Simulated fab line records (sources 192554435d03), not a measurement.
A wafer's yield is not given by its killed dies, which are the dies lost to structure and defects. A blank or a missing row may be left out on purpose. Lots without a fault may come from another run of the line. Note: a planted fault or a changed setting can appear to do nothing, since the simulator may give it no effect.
Matching of chambers -- flow n5-finfet -- 3 sister chambers for N5_BEOL_M2_CO_CAP_55 on cvd-co-02
The step material Co, precursor CCTBA/H2, target thk 2 nm, time 102.1 s. 3 wafers are shown with their chamber, then 7 later ones without.

## EACH WAFER AND ITS CHAMBER
wafer,chamber,heater-power-outer-w (W)
L460.2,2,135
L460.5,0,122
L462.2,1,90

## WAFERS WHOSE CHAMBER IS MISSING
wafer,heater-power-outer-w (W)
L462.5,91
L463.1,89
L463.2,121
L463.3,134
L465.1,138
L465.3,92
L465.4,137

## WHICH CHAMBER EACH WENT THROUGH
wafer,from the rows above,in truth
L462.5,1,1
L463.1,1,1
L463.2,0,0
L463.3,2,2
L465.1,2,2
L465.3,1,1
L465.4,2,2
Placed correctly: 7 of 7. Can't be placed from these rows: 0. 0 placed wrongly.
How it was worked out, from the rows above alone: a wafer's distance from a chamber is the root of the sum, over the readings, of the square of ((its reading less the chamber's mean) divided by the reading's scatter). The wafer belongs to the nearest chamber; if the next one is less than 2 further off, it can't be placed. For every chamber, the mean is computed from those of its wafers that are shown. The scatter: root of mean squared gap, hidden wafer to nearest shown wafer, with one shown wafer a chamber.
